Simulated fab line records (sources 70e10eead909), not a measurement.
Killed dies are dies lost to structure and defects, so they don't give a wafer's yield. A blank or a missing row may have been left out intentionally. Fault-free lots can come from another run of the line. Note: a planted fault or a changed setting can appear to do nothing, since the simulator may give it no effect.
A lot that was struck, set against a sound lot / flow nand_harc / 40 steps out of a route of 1302
Sound: these wafers, L735.3, L735.4, L735.5. Wafers struck: L725.2, L725.4, L725.6. The cause comes at the end.
For every step that has rows: the tool of each side, followed by ch and its chambers, followed by its first start. Under that, the readings that differ: sound wafers / struck wafers / difference of the means / sigmas: that difference in standard deviations of wafers without a fault.
alike: readings with means less than 2 such deviations apart, plus words and numbers identical on both sides. not compared: withheld readings, readings lacking a value on some wafer, bounds such as >300 that could conceal the same value, and numbers that have no deviation in the record and whose values overlap.
The two part at a step that has a row with sigmas, a row that says differs or no value, or rows on one side only. Numbers that don't overlap but have no deviation are shown without sigmas and don't part them. A reading that every wafer of one side lacks parts them only if that side has two wafers or more.

first, 2 steps without rows for these wafers: NHARC_A_DECK1_JOINT_ANNEAL_28 (time 1800 s); NHARC_A_DECK1_JOINT_ANNEAL_29 (time 1800 s).
NHARC_A_DECK1_JOINT_CMP_02: polishes SiOx.
  sound on cmp-03 ch 0,1,3, day 15 23:39; struck on cmp-02 ch 1,2, day 12 13:33
  alike: motor_current_A
then, 1 step without rows for these wafers: NHARC_A_DECK1_JOINT_SRD_15.
NHARC_A_DECK1_JOINT_DEP_16: deposits SiO2, target thk 45 nm.
  sound on pecvd-04 ch 0,1,2, day 16 00:03; struck on pecvd-01 ch 0,1, day 12 13:56
  alike: heater_power_w, susceptor_temp_C, throttle_valve_pct
NHARC_A_DECK1_JOINT_THK_MEAS_17: measures by ellipsometry.
  sound on film_metro-01, day 16 00:17; struck on film_metro-02, day 12 14:14
reading=thk_nm (nm); sound=47.5 45.3 46.5; struck=42.1 44.0 44.4; difference=-2.9; sigmas=-2
NHARC_A_DECK1_JOINT_INSPECT_05:
  sound on defect_inspect-02, day 16 00:19; struck on defect_inspect-02, day 12 14:16
  alike: raw_defect_count
then, 1 step without rows for these wafers: NHARC_A_ONON_D2_DEP_00 (target thk 1000 nm).
NHARC_A_ONON_D2_THK_MEAS_02: measures by ellipsometry.
  sound on film_metro-01, day 16 00:53; struck on film_metro-02, day 12 14:50
  alike: thk_nm
then, 1 step without rows for these wafers: NHARC_A_ONON_D2_DEP_03 (target thk 1000 nm).
NHARC_A_ONON_D2_THK_MEAS_05: measures by ellipsometry.
  sound on film_metro-01, day 16 01:28; struck on film_metro-02, day 12 15:25
  alike: thk_nm
NHARC_A_ONON_D2_DEP_06: target thk 1000 nm.
  sound on pecvd_onon-01 ch 0, day 16 01:38; struck on pecvd_onon-03 ch 0, day 12 15:31
  alike: susceptor_temp_C
NHARC_A_ONON_D2_THK_MEAS_08: measures by ellipsometry.
  sound on film_metro-01, day 16 02:02; struck on film_metro-02, day 12 15:58
reading=thk_nm (nm); sound=1009 1008 1008; struck=985 986 985; difference=-23; sigmas=-2
then, 1 step without rows for these wafers: NHARC_A_ONON_D2_DEP_09 (target thk 1000 nm).
NHARC_A_ONON_D2_THK_MEAS_11: measures by ellipsometry.
  sound on film_metro-01, day 16 02:36; struck on film_metro-02, day 12 16:32
  alike: thk_nm
then, 1 step without rows for these wafers: NHARC_A_ONON_D2_DEP_12 (target thk 1000 nm).
NHARC_A_ONON_D2_THK_MEAS_14: measures by ellipsometry.
  sound on film_metro-01, day 16 03:10; struck on film_metro-02, day 12 17:06
  alike: thk_nm
then, 2 steps without rows for these wafers: NHARC_A_ONON_D2_ANNEAL_15 (time 3600 s); NHARC_A_ONON_D2_DEP_16 (target thk 1000 nm).
NHARC_A_ONON_D2_THK_MEAS_18: measures by ellipsometry.
  sound on film_metro-02, day 16 10:36; struck on film_metro-01, day 13 00:56
  alike: thk_nm
then, 1 step without rows for these wafers: NHARC_A_ONON_D2_DEP_19 (target thk 1000 nm).
NHARC_A_ONON_D2_THK_MEAS_21: measures by ellipsometry.
  sound on film_metro-02, day 16 11:10; struck on film_metro-01, day 13 01:30
  alike: thk_nm
then, 1 step without rows for these wafers: NHARC_A_ONON_D2_DEP_22 (target thk 1000 nm).
NHARC_A_ONON_D2_THK_MEAS_24: measures by ellipsometry.
  sound on film_metro-02, day 16 11:44; struck on film_metro-01, day 13 02:04
  alike: thk_nm
then, 1 step without rows for these wafers: NHARC_A_ONON_D2_DEP_25 (target thk 1000 nm).
NHARC_A_ONON_D2_THK_MEAS_27: measures by ellipsometry.
  sound on film_metro-01, day 16 12:18; struck on film_metro-01, day 13 02:38
  alike: thk_nm
then, 1 step without rows for these wafers: NHARC_A_ONON_D2_DEP_28 (target thk 1000 nm).
NHARC_A_ONON_D2_THK_MEAS_30: measures by ellipsometry.
  sound on film_metro-01, day 16 12:52; struck on film_metro-01, day 13 03:12
reading=thk_nm (nm); sound=983 980 979; struck=1009 1009 1008; difference=+28; sigmas=+4
NHARC_A_ONON_D2_DEP_33: deposits SiO2, target thk 200 nm.
  sound on pecvd-02 ch 0,1,2, day 16 12:55; struck on pecvd-04 ch 0,2, day 13 03:18
  alike: heater_power_w, susceptor_temp_C, throttle_valve_pct
NHARC_A_ONON_D2_THK_MEAS_34: measures by ellipsometry.
  sound on film_metro-02, day 16 13:20; struck on film_metro-02, day 13 03:40
  alike: thk_nm
NHARC_A_CHANNEL_HOLE_D2_DEP_00: deposits aC, target thk 3100 nm.
  sound on acl_dep-02 ch 0, day 16 14:43; struck on acl_dep-03 ch 0, day 13 04:07
reading=susceptor_temp_C (C); sound=- - -; struck=400.00 400.00 400.31; difference=no value on the sound wafers; sigmas=
  alike: throttle_valve_pct
NHARC_A_CHANNEL_HOLE_D2_DEP_01: deposits SiON, target thk 140 nm.
  sound on pecvd-03 ch 1,2, day 16 15:59; struck on pecvd-04 ch 0,1,2, day 13 05:47
  alike: heater_power_w, susceptor_temp_C
then, 7 steps without rows for these wafers: NHARC_A_CHANNEL_HOLE_D2_DEHYDRATE_02 (time 120 s); NHARC_A_CHANNEL_HOLE_D2_HMDS_03 (time 30 s); NHARC_A_CHANNEL_HOLE_D2_COAT_36 (time 75 s); NHARC_A_CHANNEL_HOLE_D2_COAT_37 (time 65 s); NHARC_A_CHANNEL_HOLE_D2_COAT_04 (resist thk 90 nm); NHARC_A_CHANNEL_HOLE_D2_SOFTBAKE_05 (time 55 s); NHARC_A_CHANNEL_HOLE_D2_EBR_06.
-- record jumps: 11 days between struck wafers' starts before vs after; left off in module A_CHANNEL_HOLE_D2, resumes in module END, first step shown is number 1302 of the route --
NHARC_END_SORT_01:
  at this point the record logs the struck wafers (prober-02 ch 0, day 24 08:44) and has no rows for the sound ones

== WHERE THEY PART ==
First at NHARC_A_DECK1_JOINT_THK_MEAS_17; last, within this record, at NHARC_END_SORT_01.

WHY: what had been put in by the simulator
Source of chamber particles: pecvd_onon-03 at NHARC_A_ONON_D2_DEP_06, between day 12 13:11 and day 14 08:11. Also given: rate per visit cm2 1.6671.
